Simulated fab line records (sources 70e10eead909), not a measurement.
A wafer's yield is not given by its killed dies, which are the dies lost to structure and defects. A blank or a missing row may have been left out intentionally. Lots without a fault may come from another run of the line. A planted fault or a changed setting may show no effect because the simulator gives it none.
fab line records    flow nand-harc
[record] lots = 6  wafers = 17  last-day = 23
route steps=1159 shown A_CONTACT@849 END@1159
lots that met no fault: taken from a fault-free run of the same line
start-h: the number of hours between the record's first day and the start of the first shown wafer of the lot    wait-h: hours elapsed since this lot's preceding step    " identical to the entry in the row above    L1.1+2: a row that stands for several wafers    - value missing, or start not given    * or withheld: withheld    < > ~ a bound
route shown NAME@n: a module of which the file shows steps, and the number in the route of the first    usual: mean/standard deviation taken from wafers without a fault    same: alike in all rows    chamber/n: place in a boat    sites: readings site by site    _std_site: standard deviation of those values    _edge_site: outer sites' mean less inner sites'    radius-mm: for every site, how far away it sits from the centre of the wafer    mask NAME#n: copy n    behind: tool/chamber where the wafer was last shaped    hold: cause of the lot's hold/its duration in hours/its outcome    device: whichever transistor did not switch (one of n, p or np)    end of line: tests of these same wafers at the route's end    a step with no rows: only its recipe    killed: count of dies lost to structure and defects at first sort (not the wafer's yield)    map: shows each die of a wafer: x if killed, . if not, _ if none is there
set.NAME: the setting as run; set.NAME@STEP: as run at that earlier step    model.NAME: the simulator's own value behind a step, which no gauge read
lots at some steps of the route; a table a step, a row a wafer
services: a tool's chamber out of use, with start hour (start-h, from the record's first day; less than 0 if before it), hours out, and reason
[[steps]]
[step NHARC_A_CONTACT_SOFTBAKE_37]
[recipe] temp-c = 105  time-s = 55
[step NHARC_A_CONTACT_EBR_38]
[step NHARC_A_CONTACT_EXPOSE_39]
[recipe] na = 1.35  sigma-outer = 0.8  dose-mj = 58.79  mask-id = A_CC_3
[step NHARC_A_CONTACT_PEB_40]
[recipe] peb-temp-c = 100  peb-time-s = 65
[step NHARC_A_CONTACT_DEVELOP_41]
[recipe] develop-time-s = 35  dev-temp-c = 23
[step NHARC_A_CONTACT_CD_MEAS_42]
[recipe] target-cd-nm = 200  landing-energy-ev = 500
[usual] cd-nm = 200.2/0.55
lot.wafer  tool       chamber  start-h  wait-h  cd-nm
L407.2     cd-sem-02  0        367.84   -       199.3
L407.5     "          0        "        "       200.1
L407.6     "          0        "        "       199.9
L413.3     cd-sem-01  0        403.86   -       198.9
L413.5     "          0        "        "       199.9
L413.6     "          0        "        "       199.5
L418.1     cd-sem-03  0        439.50   -       199.9
L418.2     "          0        "        "       199.9
L418.5     "          0        "        "       199.7
L420.1     cd-sem-02  0        444.31   -       199.7
L420.3     "          0        "        "       199.7
L420.6     "          0        "        "       199.4
L421.1     cd-sem-03  0        454.01   -       200.6
L421.5     "          0        "        "       200.8
L421.6     "          0        "        "       201.2
L424.4     cd-sem-02  0        484.22   -       200.4
L424.5     "          0        "        "       200.2
[step NHARC_A_CONTACT_OVL_MEAS_43]
[usual] overlay-x-nm = 0.3/0.83  overlay-y-nm = -0.1/0.85
lot.wafer  tool        chamber  start-h  wait-h  overlay-x-nm  overlay-y-nm
L407.2     overlay-02  -        367.92   -       1.0           -0.8
L407.5     "           -        "        "       1.5           -0.4
L407.6     "           -        "        "       0.9           -0.4
L413.3     overlay-01  -        403.94   -       -0.9          0.1
L413.5     "           -        "        "       -0.6          -0.1
L413.6     "           -        "        "       -0.4          0.1
L418.1     overlay-02  -        439.58   -       -0.3          -0.4
L418.2     "           -        "        "       -0.5          -0.5
L418.5     "           -        "        "       -0.5          -0.7
L420.1     overlay-01  -        444.39   -       0.5           -0.7
L420.3     "           -        "        "       0.2           -0.5
L420.6     "           -        "        "       0.1           -0.2
L421.1     overlay-02  -        454.11   -       -0.5          0.6
L421.5     "           -        "        "       -0.5          0.1
L421.6     "           -        "        "       -1.0          -0.1
L424.4     overlay-01  -        484.30   -       0.6           -1.4
L424.5     "           -        "        "       1.0           -0.9
[step NHARC_A_CONTACT_INSPECT_44]
[usual] raw-defect-count = 27/14
lot.wafer  tool               chamber  start-h  wait-h  raw-defect-count
L407.2     defect-inspect-02  -        367.96   0.0     23
L407.5     "                  -        "        "       27
L407.6     "                  -        "        "       26
L413.3     defect-inspect-01  -        403.98   0.0     4
L413.5     "                  -        "        "       13
L413.6     "                  -        "        "       10
L418.1     defect-inspect-01  -        439.62   0.0     36
L418.2     "                  -        "        "       34
L418.5     "                  -        "        "       22
L420.1     defect-inspect-02  -        444.43   0.0     36
L420.3     "                  -        "        "       32
L420.6     "                  -        "        "       23
L421.1     defect-inspect-01  -        454.15   0.0     33
L421.5     "                  -        "        "       16
L421.6     "                  -        "        "       34
L424.4     defect-inspect-01  -        484.34   0.0     48
L424.5     "                  -        "        "       45
[step NHARC_A_CONTACT_DESCUM_47]
[recipe] time-s = 3  o2-flow-sccm = 200  ar-flow-sccm = 0  bias-power-w = 0  chemistry = O2
[usual] drypump-motor-current-A = 5.9/0.39  oes-product-au = 1.004/0.0073  rf-vpp-V = 57.9/0.93  showerhead-plenum-p-Torr = 1.95/0.079  throttle-valve-pct = 11.311/0.0086
lot.wafer  tool         chamber  start-h  wait-h  drypump-motor-current-A  oes-product-au  rf-hours-counter-h  rf-vpp-V  showerhead-plenum-p-Torr  throttle-valve-pct
L407.2     rie-diel-05  3        368.03   0.1     5.9                      1.008           4                   57.6      2.02                      11.314
L407.5     "            2        "        "       6.2                      1.003           -                   57.2      1.97                      11.319
L407.6     "            3        "        "       5.9                      0.999           -                   57.5      2.02                      11.308
L413.3     rie-diel-05  2        404.06   0.1     6.2                      1.004           11                  57.3      1.97                      11.323
L413.6     "            0        "        "       6.3                      0.996           -                   58.0      1.99                      11.304
L413.5     "            1        "        "       5.3                      1.006           -                   56.8      2.01                      11.322
L418.1     rie-diel-08  3        439.72   0.1     5.5                      0.999           47                  57.2      1.83                      11.305
L418.2     "            1        "        "       5.6                      0.993           48                  56.4      1.77                      11.297
L418.5     "            2        "        "       5.3                      0.990           -                   58.7      2.04                      11.321
L420.1     rie-diel-11  0        444.49   0.1     6.0                      1.002           21                  57.7      1.94                      11.309
L420.3     "            1        "        "       6.2                      1.010           23                  57.9      1.97                      11.311
L420.6     "            1        "        "       6.2                      1.003           -                   56.8      1.97                      11.306
L421.1     rie-diel-11  3        454.24   0.1     6.5                      1.004           25                  57.5      1.77                      11.315
L421.5     "            0        "        "       6.0                      0.998           -                   59.6      1.94                      11.313
L421.6     "            1        "        "       6.2                      1.003           -                   58.6      1.97                      11.304
L424.4     rie-diel-11  2        484.42   0.1     5.8                      0.999           35                  57.4      1.88                      11.305
L424.5     "            0        "        "       6.0                      1.017           -                   57.7      1.94                      11.313
[step NHARC_A_CONTACT_ETCH_48]
[recipe] target-depth-a = 390  over-etch-frac = 0.3  time-s = 65  ion-energy-ev = 80  cf4-flow-sccm = 150  ar-flow-sccm = 0  rf-w = 300  bias-w = 100  chemistry = CF4
[usual] drypump-motor-current-A = 5.9/0.39  oes-product-au = 1.004/0.0071  rf-vpp-V = 151.7/1.3  showerhead-plenum-p-Torr = 1.80/0.07  throttle-valve-pct = 13.284/0.0093
lot.wafer  tool         chamber  start-h  wait-h  drypump-motor-current-A  oes-product-au  rf-hours-counter-h  rf-vpp-V  showerhead-plenum-p-Torr  throttle-valve-pct
L407.2     rie-diel-05  1        368.12   0.1     5.3                      1.012           2                   152.1     1.86                      13.299
L407.5     "            3        "        "       5.9                      1.009           -                   153.6     1.86                      13.279
L407.6     "            0        "        "       6.4                      1.002           -                   152.3     1.84                      13.286
L413.3     rie-diel-05  1        404.12   0.1     5.3                      0.999           11                  152.6     1.86                      13.281
L413.6     "            1        "        "       5.3                      1.009           -                   151.6     1.86                      13.297
L413.5     "            2        "        "       6.2                      1.002           -                   150.6     1.82                      13.284
L418.1     rie-diel-08  1        439.80   0.1     5.6                      1.012           48                  149.5     1.65                      13.282
L418.2     "            0        "        "       6.2                      1.004           51                  151.2     1.82                      13.289
L418.5     "            2        "        "       5.4                      1.010           -                   152.4     1.88                      13.288
L420.3     rie-diel-11  3        444.58   0.1     6.5                      1.015           21                  150.1     1.65                      13.284
L420.1     "            2        "        "       5.8                      1.000           24                  152.4     1.75                      13.294
L420.6     "            3        "        "       6.5                      1.024           -                   149.1     1.65                      13.285
L421.1     rie-diel-11  0        454.48   0.2     6.0                      1.002           25                  152.7     1.79                      13.291
L421.5     "            3        "        "       6.5                      1.013           -                   150.1     1.65                      13.287
L421.6     "            0        "        "       6.0                      1.003           -                   153.1     1.79                      13.295
L424.4     rie-diel-11  1        484.54   0.1     6.2                      1.013           35                  150.7     1.81                      13.278
L424.5     "            1        "        "       6.2                      1.015           -                   151.4     1.81                      13.275
[step NHARC_A_CONTACT_ETCH_49]
[recipe] target-depth-a = 2600  over-etch-frac = 0.3  time-s = 475.3  ion-energy-ev = 200  n2-flow-sccm = 150  h2-flow-sccm = 150  ar-flow-sccm = 0  rf-w = 400  bias-w = 150  chemistry = N2/H2
[usual] drypump-motor-current-A = 5.9/0.4  h2-flow-sccm = 150.0/0.43  oes-product-au = 1.003/0.0064  rf-vpp-V = 431.4/2.7  showerhead-plenum-p-Torr = 2.07/0.09  throttle-valve-pct = 14.172/0.0087
lot.wafer  tool         chamber  start-h  wait-h  drypump-motor-current-A  h2-flow-sccm  oes-product-au  rf-hours-counter-h  rf-vpp-V  showerhead-plenum-p-Torr  throttle-valve-pct
L407.2     rie-diel-05  2        -        -       6.2                      149.2         1.005           3                   433.0     2.11                      14.179
L407.5     "            3        "        "       5.9                      150.5         1.006           -                   435.5     2.16                      14.172
L407.6     "            0        "        "       6.3                      150.4         1.009           -                   433.2     2.13                      14.185
L413.3     rie-diel-05  1        -        -       5.3                      149.0         0.998           11                  433.8     2.15                      14.186
L413.5     "            0        "        "       6.4                      149.6         1.006           -                   433.0     2.13                      14.165
L413.6     "            1        "        "       5.3                      149.9         1.003           -                   433.8     2.15                      14.180
L418.2     rie-diel-08  1        -        -       5.6                      150.6         0.992           49                  424.8     1.89                      14.175
L418.1     "            0        "        "       6.2                      150.5         0.993           51                  431.6     2.10                      14.171
L418.5     "            2        "        "       5.3                      150.1         0.993           -                   433.8     2.18                      14.171
L420.1     rie-diel-11  3        -        -       6.5                      150.2         1.008           21                  425.8     1.89                      14.171
L420.3     "            1        "        "       6.2                      150.1         1.014           23                  431.3     2.10                      14.166
L420.6     "            3        "        "       6.5                      149.9         1.015           -                   426.5     1.89                      14.159
L421.1     rie-diel-11  0        -        -       6.0                      149.7         0.996           26                  432.2     2.07                      14.185
L421.6     "            0        "        "       6.0                      149.8         0.999           -                   432.7     2.07                      14.172
L421.5     "            1        "        "       6.2                      150.4         1.011           -                   431.3     2.10                      14.159
L424.4     rie-diel-11  1        -        -       6.1                      150.4         1.015           36                  432.1     2.10                      14.177
L424.5     "            0        "        "       6.0                      150.0         1.003           -                   430.4     2.07                      14.160
[step NHARC_A_CONTACT_ETCH_50]
[recipe] target-depth-a = 847  time-s = 42.4  cf4-flow-sccm = 100  chf3-flow-sccm = 30  ar-flow-sccm = 0  rf-w = 500  bias-w = 200  chemistry = CF4/CHF3
[usual] drypump-motor-current-A = 5.9/0.39  oes-product-au = 0.950/0.022  rf-vpp-V = 371.2/2.3  showerhead-plenum-p-Torr = 1.60/0.065  throttle-valve-pct = 16.803/0.0096
lot.wafer  tool         chamber  start-h  wait-h  drypump-motor-current-A  oes-product-au  rf-hours-counter-h  rf-vpp-V  showerhead-plenum-p-Torr  throttle-valve-pct
L407.2     rie-diel-05  1        -        -       5.3                      0.980           3                   373.1     1.65                      16.804
L407.6     "            2        "        "       6.2                      0.965           -                   373.2     1.62                      16.803
L407.5     "            3        "        "       5.9                      0.971           -                   371.8     1.66                      16.812
L413.3     rie-diel-05  3        -        -       5.9                      0.986           12                  373.1     1.65                      16.806
L413.5     "            3        "        "       5.9                      0.983           -                   372.8     1.65                      16.799
L413.6     "            0        "        "       6.4                      0.964           -                   372.2     1.64                      16.804
L418.2     rie-diel-08  1        -        -       5.6                      0.929           49                  368.0     1.46                      16.792
L418.1     "            2        "        "       5.3                      0.927           51                  372.8     1.67                      16.795
L418.5     "            1        "        "       5.6                      0.927           -                   367.4     1.46                      16.799
L420.3     rie-diel-11  1        -        -       6.2                      0.979           23                  372.5     1.62                      16.803
L420.1     "            0        "        "       6.0                      0.958           21                  371.3     1.60                      16.806
L420.6     "            2        "        "       5.8                      0.981           -                   371.5     1.55                      16.801
L421.1     rie-diel-11  3        -        -       6.5                      0.935           26                  364.8     1.46                      16.795
L421.5     "            0        "        "       6.0                      0.920           -                   370.4     1.60                      16.806
L421.6     "            1        "        "       6.2                      0.925           -                   371.6     1.62                      16.800
L424.4     rie-diel-11  1        -        -       6.1                      0.942           36                  372.2     1.61                      16.811
L424.5     "            2        "        "       5.8                      0.926           -                   369.5     1.55                      16.806
[step NHARC_A_CONTACT_ETCH_51]
[recipe] target-depth-a = 36000  over-etch-frac = 0.3  time-s = 936  ion-energy-ev = 150  o2-flow-sccm = 400  cos-flow-sccm = 20  ar-flow-sccm = 0  rf-w = 500  bias-w = 300  chemistry = O2/COS
[usual] drypump-motor-current-A = 5.9/0.39  oes-product-au = 1.003/0.0075  rf-vpp-V = 314.8/2  showerhead-plenum-p-Torr = 3.17/0.12  throttle-valve-pct = 28.330/0.009
lot.wafer  tool         chamber  start-h  wait-h  drypump-motor-current-A  oes-product-au  rf-hours-counter-h  rf-vpp-V  showerhead-plenum-p-Torr  throttle-valve-pct
L407.2     rie-diel-05  3        368.76   -       5.9                      0.998           4                   316.0     3.28                      28.322
L407.6     "            1        "        "       5.3                      1.013           -                   316.8     3.28                      28.348
L407.5     "            2        "        "       6.2                      1.001           -                   315.4     3.22                      28.346
L413.3     rie-diel-05  3        404.64   -       5.9                      1.008           12                  316.9     3.28                      28.339
L413.6     "            3        "        "       5.9                      1.003           -                   316.6     3.28                      28.329
L413.5     "            0        "        "       6.4                      1.003           -                   316.7     3.25                      28.324
L418.2     rie-diel-08  1        440.39   -       5.6                      0.997           49                  312.5     2.90                      28.342
L418.1     "            2        "        "       5.3                      1.012           51                  316.8     3.31                      28.332
L418.5     "            1        "        "       5.6                      1.001           -                   309.9     2.90                      28.317
L420.1     rie-diel-11  0        445.09   -       6.0                      1.008           21                  315.3     3.17                      28.339
L420.3     "            3        "        "       6.5                      1.013           22                  311.5     2.91                      28.348
L420.6     "            0        "        "       6.0                      1.002           -                   314.7     3.17                      28.340
L421.1     rie-diel-11  3        455.42   -       6.5                      1.006           26                  312.7     2.91                      28.342
L421.6     "            2        "        "       5.8                      0.999           -                   313.4     3.08                      28.315
L421.5     "            3        "        "       6.5                      0.864           -                   309.6     2.91                      28.320
L424.4     rie-diel-11  0        485.49   -       6.0                      0.995           34                  315.1     3.16                      28.335
L424.5     "            0        "        "       6.0                      0.862           -                   315.4     3.16                      28.326
[step NHARC_A_CONTACT_ETCH_111]
[recipe] source-w = withheld  pressure-mtorr = 20  bias-v = withheld  time-s = 140  target-depth-a = 7000  ar-flow-sccm = withheld  c4f8-flow-sccm = withheld  o2-flow-sccm = withheld  chemistry = C4F8/O2/Ar
lot.wafer  tool             chamber  start-h  wait-h  rf-hours-counter-h
L407.2     har-cap-etch-01  1        369.32   -       55
L407.5     "                0        "        "       -
L407.6     "                1        "        "       -
L413.3     har-cap-etch-01  1        405.37   -       -
L413.6     "                1        "        "       -
L413.5     "                0        "        "       -
L418.1     har-cap-etch-03  0        441.05   -       93
L418.2     "                1        "        "       93
L418.5     "                1        "        "       -
L420.1     har-cap-etch-02  1        445.75   -       21
L420.3     "                0        "        "       -
L420.6     "                1        "        "       -
L421.1     har-cap-etch-01  1        456.01   -       72
L421.6     "                1        "        "       -
L421.5     "                0        "        "       -
L424.4     har-cap-etch-01  0        486.25   -       -
L424.5     "                0        "        "       -
[step NHARC_END_SORT_01]
[recipe] temp-c = 25
[usual] killed-at-array = 27/10  killed-at-other = 0.6/1  killed-at-periphery = 3.4/2.7  killed-dies = 31/9.7  killed-open = 3.4/1.7  killed-short = 2.2/1.5
[same] gross-dies = 677
lot.wafer  tool       chamber  start-h  wait-h  killed-at-array  killed-at-other  killed-at-periphery  killed-dies  killed-open  killed-short
L418.1     prober-02  0        511.77   2.5     26               0                2                    28           4            1
L418.2     prober-02  0        512.57   2.8     32               0                0                    32           2            1
L418.5     prober-02  0        514.94   3.7     32               0                1                    33           2            1
L421.1     prober-01  0        540.63   2.5     26               0                1                    27           0            0
L421.5     prober-01  0        543.88   3.7     210              1                3                    214          4            3
L421.6     prober-01  0        544.69   4.1     35               0                1                    36           1            2
L424.5     prober-01  0        558.15   3.7     194              1                2                    197          3            5
// killed by level:class
L418.1 A_CHANNEL_HOLE_D1:chamber-film-flake=14 A_CONTACT:chamber-film-flake=3 A_ZERO_WELL:chamber-film-flake=2 P_CONTACT:geometric-particle:open=1 P_M0:geometric-particle:open=1 A_WL_FILL:geometric-particle:short=1 A_WL_FILL:geometric-particle:open=1 A_M0:geometric-particle:open=1
L418.2 A_CHANNEL_HOLE_D1:chamber-film-flake=19 A_CONTACT:chamber-film-flake=6 A_BLC:chamber-film-flake=3 A_CHANNEL_HOLE_D1:geometric-particle:short=1 A_WL_FILL:geometric-particle:open=1 A_M1:geometric-particle:open=1 A_STAIRCASE:chamber-film-flake=1
L418.5 A_CHANNEL_HOLE_D1:chamber-film-flake=16 A_CONTACT:chamber-film-flake=6 A_BLC:chamber-film-flake=5 A_ZERO_WELL:chamber-film-flake=2 A_CHANNEL_HOLE_D1:geometric-particle:short=1 A_SGD_CUT:geometric-particle:open=1 A_M0:geometric-particle:open=1 P_GATE:chamber-film-flake=1
L421.1 A_SLIT:chamber-film-flake=15 A_CHANNEL_HOLE_D1:chamber-film-flake=5 A_CONTACT:chamber-film-flake=5 P_GATE:chamber-film-flake=1 A_CHANNEL_FILL_D1:chamber-film-flake=1
L421.5 A_CONTACT:area-etch=191 A_SLIT:chamber-film-flake=7 A_CHANNEL_HOLE_D1:chamber-film-flake=4 A_CONTACT:chamber-film-flake=3 A_WL_FILL:geometric-particle:short=2 P_STI:geometric-particle:open=1 P_STI:geometric-particle:short=1 P_CONTACT:geometric-particle:open=1
L421.6 A_SLIT:chamber-film-flake=19 A_CHANNEL_HOLE_D1:chamber-film-flake=8 A_CONTACT:chamber-film-flake=4 A_ONON_D1:geometric-particle:short=1 A_CHANNEL_FILL_D1:geometric-particle:short=1 A_CONTACT:geometric-particle:open=1 P_STI:chamber-film-flake=1 A_M1:chamber-film-flake=1
L424.5 A_CONTACT:area-etch=158 A_CHANNEL_HOLE_D1:chamber-film-flake=15 A_SLIT:chamber-film-flake=8 A_SGD_CUT:chamber-film-flake=3 A_STAIRCASE:chamber-film-flake=2 P_M0:geometric-particle:short=1 P_M2:geometric-particle:short=1 A_ONON_D1:geometric-particle:open=1
// map L421.5 (x killed, . not)
____________.____________
_________x..x..._________
_______x........xx_______
______.......xxx.xx______
_____....x......xxxx_____
____......x..x....xx.____
____.......xx.....x.x____
___x..x......x.x..x...___
___..x...xx.x........x___
__.......xx....x...x.x.__
__......x....xx.x..xx.x__
_.x..x...x........xxx..x_
_x...x..x..xxx.x.xxxxx.x_
_...x......x....x.x.xx.x_
_.x........x..x....x.x.._
_......x............x.xx_
..x...x........xxxx.xx...
x..x.......xx......x...x.
x...xxx......xx......x...
...x......x..........xx.x
x...xx.x.....x.x.xxxxx.xx
_.x.........xx.x...xx.xx_
_............xxx.x...xxx_
_...x.......xx...xxx..x._
_............x..xxx...xx_
_....xx....x...x.x..xxxx_
__...x........x...x..xx__
__.....x...x..x.x......__
___......x...x.x...x..___
___.x..xxxx.xx..x.xxx.___
____xx......x.....x.x____
____x.x...xxxx.x...xx____
_____xxx.x...xxx..xx_____
______x....x....x.x______
_______....x.x..xx_______
_________.x..x.._________
____________.____________
// map L424.5 (x killed, . not)
____________x____________
_________......._________
_______......x.x.._______
______.............______
_____x.....xx......._____
____..x.x.x......x...____
____....x.....x.x...x____
___x.............x.x.x___
___x..xx.x.x........x.___
__x.....x......x......x__
__x..x.....x.x..x.x..xx__
_x.x....xx.x..x.......xx_
_.......x...x.x.....x..x_
_...x....x...x....x...xx_
_.x.xx...xxx......x....._
_........xx....x........_
.x..x.xx..x.x.x..........
..x......x.xx.x..........
..xxxx.........x...xx....
x....x..x...xx.x.........
x..xx....x..x..x.........
_.x.....xx..x....x.x...._
_xxx.x...x.x..x..x...x.._
_..x..xx.x..x.x.xx......_
_xx.xx..x....x..xx..xx.._
_x...x....x......x...x.._
__..xx.x.x.x.x...x.....__
__...xx..x..xx.xx.....x__
___..x..x.xx.xx...xx.x___
___...x.xx....xx...x.x___
____x....x.x.x.......____
____x..xx...xx..x...x____
_____.xxxxx......x.._____
______.xx..x.....xx______
_______xxxx.xx..xx_______
_________.x.x..._________
____________.____________
[[services]]
tool             chamber  start-h  hours  kind
rie-diel-11      0        345.93   -      clean
rie-diel-11      1        345.93   -      clean
rie-diel-11      2        345.93   -      clean
rie-diel-11      3        345.93   -      clean
rie-diel-11      -        366.51   9.0    pm
rie-diel-11      0        366.51   9.0    vent-cycle
rie-diel-11      1        366.51   9.0    vent-cycle
rie-diel-11      2        366.51   9.0    vent-cycle
rie-diel-11      3        366.51   9.0    vent-cycle
rie-diel-11      0        375.51   -      clean
rie-diel-11      1        375.51   -      clean
rie-diel-11      2        375.51   -      clean
rie-diel-11      3        375.51   -      clean
rie-diel-11      0        400.01   -      clean
rie-diel-11      1        400.01   -      clean
rie-diel-11      2        400.01   -      clean
rie-diel-11      3        400.01   -      clean
rie-diel-08      2        418.57   3.9    repair
rie-diel-11      0        424.51   -      clean
rie-diel-11      1        424.51   -      clean
rie-diel-05      3        433.93   4.6    repair
rie-diel-08      2        440.89   3.3    repair
rie-diel-08      -        479.31   9.0    pm
har-cap-etch-01  -        481.07   0.2    repair
[[key]]
[first-sign] step = NHARC_A_CONTACT_ETCH_51  reading = oes-product-au  direction = down  sigmas = 19  usual = 1.003  struck = 0.863
[effect] step = NHARC_END_SORT_01  reading = killed-dies  direction = up  sigmas = 18  usual = 31  struck = 206
[more-kills-born-at] NHARC_A_CONTACT_ETCH_51@rie-diel-11 = 349
met-at NHARC_A_CONTACT_ETCH_51
struck-wafers L421.5,L424.5
tester-left-out L421,L424
onset-between 445.09 455.42
[fault] kind = process-parameter-drift  tool = rie-diel-11  chamber = -  onset-h = 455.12  steps = NHARC_A_CONTACT_ETCH_51  channel = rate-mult  offset = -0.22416  shape = step  end-h = 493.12  scope = struck-wafers-only
// tester-left-out: of these lots the tester's yield and bins aren't shown, on N5 and GAA mostly nor the transistor test; their killed dies are dies lost to structure and defects alone, not to doping, threshold or leakage, so they don't give the yield
